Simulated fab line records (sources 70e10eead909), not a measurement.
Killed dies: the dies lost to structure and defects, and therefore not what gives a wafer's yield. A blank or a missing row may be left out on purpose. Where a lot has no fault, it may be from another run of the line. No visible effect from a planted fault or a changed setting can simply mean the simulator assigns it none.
fab line records -- flow nand_harc -- part 1 of 2: steps 1 to 4 of 6
[record] lots = 24, wafers = 72, last_day = 33
route steps=1302 shown A_SGD_CUT@915 A_SLIT@923 A_WL_FILL@954
lots with no fault: from the same line, run without faults
start_h: hours from the record's opening day to when the first of the lot's shown wafers began -- wait_h: hours since the lot's step before -- " identical to the entry in the row above -- L1.1+2: a row that stands for several wafers -- - no value, or no start was given -- * or withheld: withheld -- < > ~ a bound
route shown NAME@n: NAME is a module with steps in the file, n the number in the route of the first one -- usual: mean/standard deviation taken from wafers without a fault -- same: alike in all rows -- chamber/n: place in a boat -- sites: each site's reading -- _std_site: the values' standard deviation -- _edge_site: mean of outer sites minus mean of inner sites -- radius_mm: how far each site lies from the wafer's centre -- mask NAME#n: copy n -- behind: tool/chamber where the wafer was last shaped -- hold: cause of the lot's hold/its duration in hours/its outcome -- device: transistor that didn't switch, given as n, p or np -- end of line: the tests these same wafers got at the end of their route -- a step given without rows: its recipe and nothing more -- killed: not the wafer's yield, but the dies lost to structure and defects at the first sort -- map: dies across one wafer; x = killed, . = not, _ = none there
set.NAME: the setting that was run; set.NAME@STEP: the one run at that earlier step -- model.NAME: the simulator's own value behind a step, which no gauge read
a sample of lots followed through the steps of the route, with each step as a table and each wafer as a row
services: when a tool's chamber went out of use (start_h, in hours from the record's first day, below 0 if earlier), for how many hours, and the reason
[[steps]]
[step NHARC_A_SGD_CUT_CMP_21]
[recipe] target_thk_nm = 148.19
[usual] motor_current_A = 12.6/0.65, time_to_endpoint_s = 50.0/2.2
lot.wafer,tool,chamber,start_h,wait_h,motor_current_A,time_to_endpoint_s
L074.4,cmp-02,1,440.47,0.4,13.3,47.5
L074.2,cmp-02,0,440.47,0.4,11.8,48.0
L074.5,cmp-02,1,440.47,0.4,13.0,47.6
L075.3,cmp-04,1,440.47,0.4,12.2,49.8
L075.2,cmp-04,2,440.47,0.4,12.4,51.2
L075.6,cmp-04,1,440.47,0.4,11.8,49.2
L076.3,cmp-04,1,459.25,0.4,11.7,51.6
L076.2,cmp-04,2,459.25,0.4,12.0,52.5
L076.1,cmp-04,3,459.25,0.4,13.2,52.7
L077.1,cmp-02,2,476.66,0.4,13.7,50.8
L077.2,cmp-02,3,476.66,0.4,13.6,52.8
L077.5,cmp-02,0,476.66,0.4,11.6,51.8
L078.3,cmp-04,2,484.33,0.4,12.2,47.5
L078.4,cmp-04,3,484.33,0.4,13.5,48.2
L078.6,cmp-04,2,484.33,0.4,12.1,48.4
L080.1,cmp-02,0,492.22,0.4,12.3,50.0
L080.3,cmp-02,2,492.22,0.4,13.5,47.6
L080.5,cmp-02,1,492.22,0.4,13.1,49.7
L079.4,cmp-04,2,495.90,0.4,12.1,50.6
L079.1,cmp-04,0,495.90,0.4,12.6,50.0
L079.3,cmp-04,1,495.90,0.4,12.2,47.5
L083.4,cmp-01,1,523.77,0.4,12.1,48.8
L083.2,cmp-01,3,523.77,0.4,12.1,50.1
L083.3,cmp-01,0,523.77,0.4,12.9,49.1
L081.3,cmp-04,1,523.77,0.4,11.7,48.0
L081.5,cmp-04,1,523.77,0.4,12.1,46.8
L081.6,cmp-04,2,523.77,0.4,11.8,49.1
L082.4,cmp-02,1,523.80,0.4,13.1,52.0
L082.3,cmp-02,2,523.80,0.4,13.5,49.0
L082.6,cmp-02,0,523.80,0.4,12.2,50.2
L085.1,cmp-04,2,560.22,0.4,11.9,46.6
L085.4,cmp-04,0,560.22,0.4,12.6,46.5
L085.6,cmp-04,1,560.22,0.4,12.5,46.9
L084.1,cmp-01,1,560.27,0.4,11.9,51.8
L084.6,cmp-01,2,560.27,0.4,12.6,47.4
L084.5,cmp-01,3,560.27,0.4,12.2,52.1
L086.3,cmp-04,2,560.34,0.5,12.3,49.4
L086.4,cmp-04,1,560.34,0.5,12.8,49.8
L086.6,cmp-04,2,560.34,0.5,11.9,49.7
L087.3,cmp-04,3,569.52,0.5,13.2,49.7
L087.4,cmp-04,1,569.52,0.5,12.7,50.0
L087.6,cmp-04,3,569.52,0.5,13.4,50.4
L089.3,cmp-04,0,580.60,0.4,12.2,50.2
L089.6,cmp-04,1,580.60,0.4,12.5,47.2
L089.5,cmp-04,2,580.60,0.4,11.9,49.7
L088.3,cmp-04,1,580.70,0.5,13.1,49.6
L088.2,cmp-04,2,580.70,0.5,12.0,52.2
L088.5,cmp-04,1,580.70,0.5,12.3,49.2
L091.2,cmp-04,1,611.98,0.4,12.7,51.8
L091.5,cmp-04,0,611.98,0.4,12.2,50.6
L091.6,cmp-04,1,611.98,0.4,12.5,49.3
L090.2,cmp-01,3,612.01,0.4,11.8,52.0
L090.5,cmp-01,1,612.01,0.4,12.4,56.3
L090.6,cmp-01,2,612.01,0.4,13.5,51.2
L092.2,cmp-02,0,637.95,0.4,11.3,53.0
L092.4,cmp-02,2,637.95,0.4,12.8,49.7
L092.5,cmp-02,0,637.95,0.4,12.4,49.6
L093.1,cmp-01,3,637.97,0.4,12.1,49.4
L093.2,cmp-01,0,637.97,0.4,12.6,46.4
L093.5,cmp-01,3,637.97,0.4,11.5,47.0
L097.1,cmp-04,1,656.38,0.4,12.1,52.0
L097.3,cmp-04,3,656.38,0.4,13.4,54.4
L097.5,cmp-04,2,656.38,0.4,12.2,53.4
L096.1,cmp-01,1,656.38,0.4,12.8,49.1
L096.4,cmp-01,2,656.38,0.4,13.4,47.1
L096.2,cmp-01,3,656.38,0.4,11.4,48.0
L095.4,cmp-02,0,656.40,0.4,12.6,52.0
L095.6,cmp-02,3,656.40,0.4,13.4,54.3
L095.5,cmp-02,0,656.40,0.4,12.0,50.6
L094.3,cmp-02,0,662.01,0.4,12.2,50.0
L094.1,cmp-02,1,662.01,0.4,12.8,50.1
L094.5,cmp-02,0,662.01,0.4,12.4,50.3
[step NHARC_A_SLIT_DEP_00]
[recipe] target_thk_a = 62000, temp_c = 400, material = aC
[usual] throttle_valve_pct = 35.001/0.0089
lot.wafer,tool,chamber,start_h,wait_h,throttle_valve_pct
L074.2,acl_dep-01,0,442.23,-,34.998
L074.4,acl_dep-01,0,443.49,-,34.994
L074.5,acl_dep-01,0,443.49,-,35.007
L075.2,acl_dep-03,0,442.95,1.4,34.988
L075.3,acl_dep-03,0,442.95,1.4,35.002
L075.6,acl_dep-03,0,445.41,3.6,35.012
L076.1,acl_dep-03,0,460.61,-,34.990
L076.2,acl_dep-03,0,460.61,-,34.993
L076.3,acl_dep-03,0,460.61,-,35.024
L077.1,acl_dep-03,0,477.73,-,35.019
L077.2,acl_dep-03,0,477.73,-,35.001
L077.5,acl_dep-03,0,480.23,-,34.998
L078.3,acl_dep-01,0,490.75,-,35.006
L078.4,acl_dep-01,0,490.75,-,34.991
L078.6,acl_dep-01,0,492.63,-,35.010
L080.1,acl_dep-02,0,498.30,-,35.013
L080.3,acl_dep-02,0,499.56,-,35.002
L080.5,acl_dep-02,0,500.81,-,35.008
L079.1,acl_dep-02,0,502.07,-,34.993
L079.3,acl_dep-02,0,503.32,-,34.997
L079.4,acl_dep-02,0,503.32,-,35.007
L083.2,acl_dep-03,0,525.54,-,35.016
L083.3,acl_dep-03,0,525.54,-,34.998
L083.4,acl_dep-03,0,525.54,-,34.987
L081.3,acl_dep-02,0,526.19,-,34.986
L081.5,acl_dep-02,0,527.45,-,35.003
L081.6,acl_dep-02,0,527.45,-,35.002
L082.3,acl_dep-01,0,527.97,3.0,34.997
L082.4,acl_dep-01,0,527.97,3.0,35.009
L082.6,acl_dep-01,0,529.86,4.8,34.997
L085.1,acl_dep-02,0,561.31,-,35.009
L085.4,acl_dep-02,0,563.23,-,35.006
L085.6,acl_dep-02,0,564.50,-,34.996
L084.1,acl_dep-03,0,561.32,-,35.014
L084.5,acl_dep-03,0,563.81,-,34.997
L084.6,acl_dep-03,0,563.81,-,35.006
L086.3,acl_dep-03,0,568.02,-,35.009
L086.4,acl_dep-03,0,568.02,-,34.977
L086.6,acl_dep-03,0,569.91,-,35.008
L087.3,acl_dep-03,0,576.01,-,35.001
L087.4,acl_dep-03,0,576.01,-,35.001
L087.6,acl_dep-03,0,577.88,-,34.987
L088.2,acl_dep-03,0,584.10,-,35.003
L088.3,acl_dep-03,0,584.10,-,34.997
L088.5,acl_dep-03,0,585.97,-,34.987
L089.3,acl_dep-02,0,584.37,-,34.989
L089.5,acl_dep-02,0,585.62,-,34.988
L089.6,acl_dep-02,0,585.62,-,34.995
L091.2,acl_dep-01,0,613.72,-,34.980
L091.5,acl_dep-01,0,615.61,-,34.994
L091.6,acl_dep-01,0,615.61,-,35.007
L090.2,acl_dep-03,0,616.80,-,34.987
L090.5,acl_dep-03,0,618.68,-,35.007
L090.6,acl_dep-03,0,618.68,-,35.002
L092.2,acl_dep-02,0,640.57,-,34.994
L092.4,acl_dep-02,0,641.82,-,34.995
L092.5,acl_dep-02,0,641.82,-,35.003
L093.1,acl_dep-01,0,641.69,-,34.998
L093.2,acl_dep-01,0,641.69,-,34.998
L093.5,acl_dep-01,0,644.18,-,34.988
L096.1,acl_dep-02,0,657.50,-,35.000
L096.2,acl_dep-02,0,657.50,-,34.995
L096.4,acl_dep-02,0,659.40,-,35.019
L095.4,acl_dep-03,0,660.37,-,34.997
L095.5,acl_dep-03,0,660.37,-,35.021
L095.6,acl_dep-03,0,660.37,-,35.004
L097.1,acl_dep-01,0,660.64,-,35.004
L097.3,acl_dep-01,0,661.88,-,34.981
L097.5,acl_dep-01,0,663.12,-,35.012
L094.1,acl_dep-02,0,665.72,-,34.998
L094.3,acl_dep-02,0,666.95,-,35.001
L094.5,acl_dep-02,0,668.18,-,35.015
[step NHARC_A_SLIT_ETCH_29]
[recipe] target_depth_a = 1000, overetch_a = 100, time_s = 55, ion_energy_ev = 100, cf4_flow_sccm = 80, o2_flow_sccm = 20, ar_flow_sccm = 0, rf_w = 300, bias_w = 100, chemistry = CF4/O2
[usual] drypump_motor_current_A = 5.8/0.51, o2_flow_sccm = 20.00/0.059, oes_product_au = 1.002/0.007, rf_vpp_V = 198.0/1.3, showerhead_plenum_p_Torr = 1.35/0.056, throttle_valve_pct = 13.398/0.009
lot.wafer,tool,chamber,start_h,wait_h,drypump_motor_current_A,o2_flow_sccm,oes_product_au,rf_hours_counter_h,rf_vpp_V,showerhead_plenum_p_Torr,throttle_valve_pct
L074.2,rie_diel-01,2,451.98,0.1,5.3,19.93,1.000,4.8,198.0,1.32,13.402
L074.4,rie_diel-01,1,451.98,0.1,5.5,20.04,1.002,3.9,200.2,1.43,13.400
L074.5,rie_diel-01,2,451.98,0.1,5.3,20.04,1.009,-,198.9,1.32,13.393
L075.3,rie_diel-09,0,455.76,0.1,5.7,20.03,0.998,7.5,198.6,1.43,13.423
L075.2,rie_diel-09,1,455.76,0.1,6.7,19.94,0.998,8.1,197.3,1.28,13.388
L075.6,rie_diel-09,3,455.76,0.1,6.2,20.08,0.992,-,199.7,1.41,13.395
L076.1,rie_diel-12,2,471.07,0.1,5.8,19.97,1.005,1.7,198.1,1.36,13.405
L076.3,rie_diel-12,3,471.07,0.1,6.2,19.98,1.010,1.4,197.8,1.32,13.386
L076.2,rie_diel-12,0,471.07,0.1,5.1,20.08,1.013,0.9,196.0,1.25,13.396
L077.2,rie_diel-12,2,488.04,0.1,5.8,20.02,1.001,2.4,199.3,1.36,13.395
L077.1,rie_diel-12,3,488.04,0.1,6.2,20.00,0.995,2.0,196.5,1.32,13.411
L077.5,rie_diel-12,2,488.04,0.1,5.8,20.05,0.998,-,196.9,1.36,13.387
L078.3,rie_diel-12,3,499.79,0.1,6.2,20.06,0.992,2.4,198.0,1.32,13.395
L078.4,rie_diel-12,0,499.79,0.1,5.1,19.99,0.999,2.3,194.7,1.24,13.389
L078.6,rie_diel-12,2,499.79,0.1,5.8,19.99,1.002,-,197.4,1.36,13.400
L080.3,rie_diel-09,2,509.06,0.1,6.2,19.97,1.008,0.0,197.2,1.34,13.418
L080.1,rie_diel-09,3,509.06,0.1,6.2,20.03,0.999,0.0,200.2,1.41,13.415
L080.5,rie_diel-09,0,509.06,0.1,5.7,19.91,0.998,-,200.9,1.43,13.403
L079.3,rie_diel-12,2,512.52,0.1,5.8,20.10,1.003,4.8,197.9,1.36,13.408
L079.4,rie_diel-12,3,512.52,0.1,6.2,20.03,0.995,3.5,197.8,1.32,13.396
L079.1,rie_diel-12,1,512.52,0.1,5.4,20.01,1.014,4.7,198.7,1.33,13.402
L083.4,rie_diel-09,0,535.29,0.1,5.7,20.10,1.008,1.3,200.0,1.43,13.401
L083.3,rie_diel-09,2,535.29,0.1,6.2,19.99,1.008,1.5,197.7,1.34,13.393
L083.2,rie_diel-09,3,535.29,0.1,6.2,20.03,1.005,1.3,199.4,1.41,13.398
L081.3,rie_diel-12,3,535.77,0.1,6.1,19.94,1.007,5.9,198.6,1.32,13.396
L081.5,rie_diel-12,0,535.77,0.1,5.1,20.07,1.008,-,196.8,1.24,13.387
L081.6,rie_diel-12,1,535.77,0.1,5.4,19.94,1.002,-,197.8,1.33,13.402
L082.4,rie_diel-01,3,539.08,0.1,6.5,19.96,0.996,9.4,198.2,1.33,13.394
L082.3,rie_diel-01,0,539.08,0.1,5.0,19.94,0.991,8.4,198.0,1.41,13.391
L082.6,rie_diel-01,2,539.08,0.1,5.3,20.03,0.999,-,199.4,1.32,13.405
L084.1,rie_diel-09,0,571.70,0.1,5.7,20.05,0.989,3.6,198.9,1.43,13.385
L084.6,rie_diel-09,1,571.70,0.1,6.7,19.97,1.002,-,197.4,1.28,13.420
L084.5,rie_diel-09,2,571.70,0.1,6.1,19.98,1.005,-,197.7,1.34,13.396
L085.1,rie_diel-12,1,571.99,0.1,5.4,20.04,0.999,8.4,198.3,1.33,13.409
L085.4,rie_diel-12,3,571.99,0.1,6.2,19.97,1.006,-,198.8,1.32,13.410
L085.6,rie_diel-12,0,571.99,0.1,5.1,19.95,1.013,-,196.1,1.24,13.398
L086.4,rie_diel-01,3,577.19,0.1,6.4,19.87,0.997,1.3,198.2,1.33,13.383
L086.3,rie_diel-01,1,577.19,0.1,5.4,20.10,1.004,1.4,198.1,1.43,13.394
L086.6,rie_diel-01,2,577.19,0.1,5.3,19.96,1.003,-,196.5,1.32,13.404
L087.3,rie_diel-12,1,585.66,0.1,5.4,20.07,1.001,8.8,198.6,1.33,13.402
L087.4,rie_diel-12,3,585.66,0.1,6.2,19.97,1.006,9.3,195.6,1.32,13.404
L087.6,rie_diel-12,2,585.66,0.1,5.8,19.94,1.006,-,197.5,1.36,13.388
L089.3,rie_diel-09,1,593.75,0.1,6.7,19.99,1.009,4.8,196.5,1.28,13.387
L089.5,rie_diel-09,3,593.75,0.1,6.2,19.97,1.005,-,200.3,1.41,13.382
L089.6,rie_diel-09,0,593.75,0.1,5.7,19.98,1.003,-,200.6,1.43,13.406
L088.2,rie_diel-01,0,593.86,0.1,5.0,19.95,0.994,3.0,199.3,1.41,13.398
L088.3,rie_diel-01,1,593.86,0.1,5.4,19.96,0.999,3.0,198.1,1.43,13.417
L088.5,rie_diel-01,2,593.86,0.1,5.3,20.14,0.996,-,197.1,1.32,13.405
L091.2,rie_diel-01,0,623.58,0.1,5.0,19.99,0.991,4.0,199.2,1.41,13.396
L091.6,rie_diel-01,0,623.58,0.1,5.0,19.97,0.997,-,199.0,1.41,13.397
L091.5,rie_diel-01,1,623.58,0.1,5.5,19.94,1.002,-,199.9,1.43,13.416
L090.2,rie_diel-09,2,626.58,0.1,6.2,19.92,1.007,6.5,197.3,1.34,13.392
L090.5,rie_diel-09,3,626.58,0.1,6.2,20.12,1.004,-,200.5,1.41,13.397
L090.6,rie_diel-09,0,626.58,0.1,5.7,20.07,0.990,-,199.2,1.43,13.382
L092.4,rie_diel-12,0,650.24,0.1,5.1,19.96,1.012,0.6,194.7,1.24,13.393
L092.2,rie_diel-12,2,650.24,0.1,5.8,20.05,1.013,0.6,198.2,1.35,13.392
L092.5,rie_diel-12,0,650.24,0.1,5.1,19.98,1.011,-,196.6,1.24,13.384
L093.2,rie_diel-09,3,652.19,0.1,6.2,19.94,1.002,7.5,199.8,1.41,13.396
L093.1,rie_diel-09,0,652.19,0.1,5.7,20.06,0.988,8.6,199.4,1.43,13.392
L093.5,rie_diel-09,3,652.19,0.1,6.2,19.97,1.011,-,199.4,1.41,13.388
L096.1,rie_diel-09,2,670.29,0.1,6.2,20.01,0.997,9.2,197.0,1.34,13.421
L096.2,rie_diel-09,1,670.29,0.1,6.6,20.03,1.002,10.3,196.2,1.28,13.396
L096.4,rie_diel-09,1,670.29,0.1,6.6,19.93,1.006,-,197.5,1.28,13.395
L095.4,rie_diel-01,0,673.78,0.1,5.0,20.05,1.003,6.9,199.4,1.40,13.401
L095.6,rie_diel-01,1,673.78,0.1,5.4,20.07,1.000,-,199.6,1.42,13.403
L095.5,rie_diel-01,2,673.78,0.1,5.3,19.93,1.011,-,197.1,1.32,13.387
L097.3,rie_diel-12,2,674.06,0.1,5.8,20.05,1.004,2.6,197.8,1.35,13.406
L097.1,rie_diel-12,3,674.06,0.1,6.1,19.91,1.006,2.6,197.4,1.32,13.396
L097.5,rie_diel-12,0,674.06,0.1,5.1,19.98,1.020,-,196.2,1.24,13.379
L094.3,rie_diel-01,2,677.92,0.1,5.3,19.95,1.002,6.4,197.7,1.32,13.405
L094.1,rie_diel-01,3,677.92,0.1,6.5,20.09,1.000,7.0,197.3,1.33,13.383
L094.5,rie_diel-01,1,677.92,0.1,5.4,19.99,1.005,-,198.4,1.42,13.401
[step NHARC_A_WL_FILL_ALD_02]
[recipe] target_thk_a = 20, pulse_time_s = 3, ald_cycles = 100, temp_c = 450, material = TiN
[usual] heater_power_w = 1177/130, precursor_pulse_height_rel = 0.997/0.02
lot.wafer,tool,chamber,start_h,wait_h,heater_power_w,precursor_pulse_height_rel,since_wet_clean_h
L074.4,ald_metal-01,0,459.77,0.2,1329,0.990,102
L074.2,ald_metal-01,1,459.77,0.2,994,0.979,102
L074.5,ald_metal-01,3,459.77,0.2,1228,1.023,-
L075.2,ald_metal-01,0,463.44,0.2,1318,1.004,106
L075.3,ald_metal-01,1,463.44,0.2,1063,0.993,106
L075.6,ald_metal-01,1,463.44,0.2,1062,1.007,-
L076.3,ald_metal-01,0,478.73,0.1,1352,0.968,121
L076.1,ald_metal-01,1,478.73,0.1,1027,1.020,121
L076.2,ald_metal-01,2,478.73,0.1,1249,0.993,121
L077.2,ald_metal-02,2,495.90,0.2,1050,0.988,54
L077.1,ald_metal-02,0,495.90,0.2,1375,0.995,54
L077.5,ald_metal-02,1,495.90,0.2,1154,0.991,-
L078.3,ald_metal-04,0,508.33,0.2,1034,1.004,24
L078.4,ald_metal-04,1,508.33,0.2,1193,0.974,24
L078.6,ald_metal-04,3,508.33,0.2,1088,0.966,-
L080.3,ald_metal-02,1,516.75,0.1,1152,0.980,75
L080.1,ald_metal-02,2,516.75,0.1,1034,1.000,75
L080.5,ald_metal-02,2,516.75,0.1,1027,0.974,-
L079.1,ald_metal-04,3,521.56,0.2,1097,0.991,38
L079.4,ald_metal-04,0,521.56,0.2,1002,1.011,38
L079.3,ald_metal-04,1,521.56,0.2,1166,0.977,38
L081.3,ald_metal-02,1,543.00,0.2,1128,0.980,101
L081.6,ald_metal-02,0,543.00,0.2,1394,0.996,-
L081.5,ald_metal-02,1,543.00,0.2,1150,1.008,-
L083.3,ald_metal-01,1,543.15,0.2,993,1.014,7
L083.2,ald_metal-01,2,543.15,0.2,1275,1.012,7
L083.4,ald_metal-01,3,543.15,0.2,1223,0.971,7
L082.3,ald_metal-04,2,548.27,0.2,1241,1.043,64
L082.4,ald_metal-04,0,548.27,0.2,1013,0.982,64
L082.6,ald_metal-04,1,548.27,0.2,1204,0.987,-
L084.1,ald_metal-01,1,579.40,0.2,1033,1.008,43
L084.5,ald_metal-01,0,579.40,0.2,1360,0.966,-
L084.6,ald_metal-01,1,579.40,0.2,1018,0.994,-
L085.4,ald_metal-02,1,579.41,0.1,1123,1.020,137
L085.1,ald_metal-02,2,579.41,0.1,1043,1.001,137
L085.6,ald_metal-02,1,579.41,0.1,1137,1.003,-
L086.4,ald_metal-04,2,584.89,0.1,1230,0.993,101
L086.3,ald_metal-04,0,584.89,0.1,999,0.973,101
L086.6,ald_metal-04,2,584.89,0.1,1250,1.029,-
L087.4,ald_metal-01,0,593.50,0.1,1340,1.013,58
L087.3,ald_metal-01,2,593.50,0.1,1320,1.006,58
L087.6,ald_metal-01,3,593.50,0.1,1239,0.970,-
L088.3,ald_metal-02,0,601.42,0.1,1416,0.996,159
L088.2,ald_metal-02,2,601.42,0.1,1037,1.021,159
L088.5,ald_metal-02,1,601.42,0.1,1129,0.971,-
L089.3,ald_metal-04,0,601.52,0.2,1037,0.991,118
L089.6,ald_metal-04,1,601.52,0.2,1228,0.969,-
L089.5,ald_metal-04,2,601.52,0.2,1259,1.013,-
L091.2,ald_metal-01,3,631.30,0.2,1231,1.013,95
L091.5,ald_metal-01,2,631.30,0.2,1258,1.011,-
L091.6,ald_metal-01,3,631.30,0.2,1234,0.982,-
L090.2,ald_metal-02,0,636.11,0.2,1412,0.985,16
L090.6,ald_metal-02,2,636.11,0.2,1027,0.993,-
L090.5,ald_metal-02,3,636.11,0.2,1003,0.989,-
L092.2,ald_metal-02,0,657.94,0.2,1381,1.008,38
L092.4,ald_metal-02,3,657.94,0.2,989,1.005,38
L092.5,ald_metal-02,0,657.94,0.2,1395,0.997,-
L093.1,ald_metal-04,0,663.18,0.2,1028,0.989,1
L093.2,ald_metal-04,1,663.18,0.2,1256,1.028,1
L093.5,ald_metal-04,0,663.18,0.2,1067,1.026,-
L096.2,ald_metal-04,0,678.14,0.2,1054,1.005,16
L096.1,ald_metal-04,2,678.14,0.2,1183,0.965,16
L096.4,ald_metal-04,3,678.14,0.2,1139,0.970,-
L097.3,ald_metal-02,2,681.43,0.1,997,1.005,61
L097.1,ald_metal-02,3,681.43,0.1,1000,1.019,61
L097.5,ald_metal-02,3,681.43,0.1,1050,1.041,-
L095.4,ald_metal-01,0,681.67,0.2,1375,0.979,146
L095.5,ald_metal-01,2,681.67,0.2,1315,1.008,-
L095.6,ald_metal-01,3,681.67,0.2,1252,1.027,-
L094.3,ald_metal-01,3,685.69,0.1,1235,0.974,150
L094.1,ald_metal-01,0,685.69,0.1,1352,0.980,150
L094.5,ald_metal-01,0,685.69,0.1,1348,1.030,-
